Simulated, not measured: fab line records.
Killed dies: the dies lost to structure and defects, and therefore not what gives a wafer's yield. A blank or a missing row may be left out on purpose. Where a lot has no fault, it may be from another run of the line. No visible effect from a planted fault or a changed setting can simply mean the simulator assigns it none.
Code-filled problem report in 8D (eight disciplines) form    flow nand harc    the parts of the form that need people (team, actions taken, sign-off) are left out

== 1. THE PROBLEM ==
Mean of thk nm at NHARC_A_SGD_CUT_THK_MEAS_22: 50.2 nm across 3 wafers in 3 lots; on wafers with no fault it is 148.1 nm (standard deviation 1.7). Measured from the usual mean, that is -58 standard deviations.
The step: measures by ellipsometry.
Earliest sighting: wafer L880.6 on film metro-02 at day 15 05:43. The record has a number at this step for 35 wafers belonging to 12 lots. Rule for "out" (also "out of limits"): further than 4 standard deviations from the usual mean. Any other wafer with a number is counted as sound.

== 2. WHAT IT IS AND WHAT IT IS NOT ==
question                     is                            is not
which readings at this step  thk nm                        -
which lots                   L880, L881, L885              L875, L877, L878, L889, L891, L895, L896, L897, L898
which wafers of those lots   L880.6, L881.3, L885.6        L880.1, L880.2, L881.1, L881.5, L885.2
read on which gauges         film metro-01, film metro-02  -
when                         from day 15 05:43             up to then (11 sound wafers); but 21 sound wafers of L881, L885, L889, L891, L895, L896, L897, L898 came after

== 3. WHAT RULES OUT EACH SUSPECT ==
Counting: if a tool at a process step up to the reading ran every lot that is out, it stays a suspect. Sound lots after the first of them don't rule it out here, since some wafers of a struck lot are sound.
- ruled out: the gauge at NHARC_A_SGD_CUT_THK_MEAS_22. 2 gauges (film metro-01, film metro-02) read the wafers that are out.
- fcvd-02 at NHARC_A_SGD_CUT_DEP_20 (deposits SiO2, target thk 150 nm): kept. It processed each lot that is out (first: L880, day 14 23:26); up to then, its last sound lot is L877 (day 14 04:04).
After counting, what remains is fcvd-02 at NHARC_A_SGD_CUT_DEP_20.

== 4. THE CAUSE (what the simulator had put in) ==
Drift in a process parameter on fcvd-02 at NHARC_A_SGD_CUT_DEP_20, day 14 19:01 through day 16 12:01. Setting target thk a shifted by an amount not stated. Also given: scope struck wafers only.
After counting, this tool was the only one left.

== 5. THE CHAIN OF EFFECTS, in route order ==
Each row: a reading whose mean over the struck wafers that have a number lies more than 3 standard deviations from the usual. Scope: only readings with a usual standard deviation given in the record; hours: median across lots of the time from each lot's start at the first step in this table that gives one to its start at this step; sigmas: change in usual standard deviations.
hours  step                         reading             usual     on struck wafers  change  sigmas
0      NHARC_A_SGD_CUT_CMP_21       time to endpoint s  49 s      15                -34     -9.0
0      NHARC_A_SGD_CUT_THK_MEAS_22  thk nm              148.1 nm  50.2              -97.9   -58
Its process steps:
- NHARC_A_SGD_CUT_CMP_21: polishes, target thk 148.19 nm.

== 6. HOW IT WOULD HAVE BEEN CAUGHT EARLIER ==
In this record the first reading out of limits at a measuring or inspecting step was taken at day 15 05:43, 11 hours after the fault began at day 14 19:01.
Of the lots that are out (3), L885, L881 began NHARC_A_SGD_CUT_DEP_20 on fcvd-02 after day 15 05:43. A hold on the tool at that time would have spared those 2.
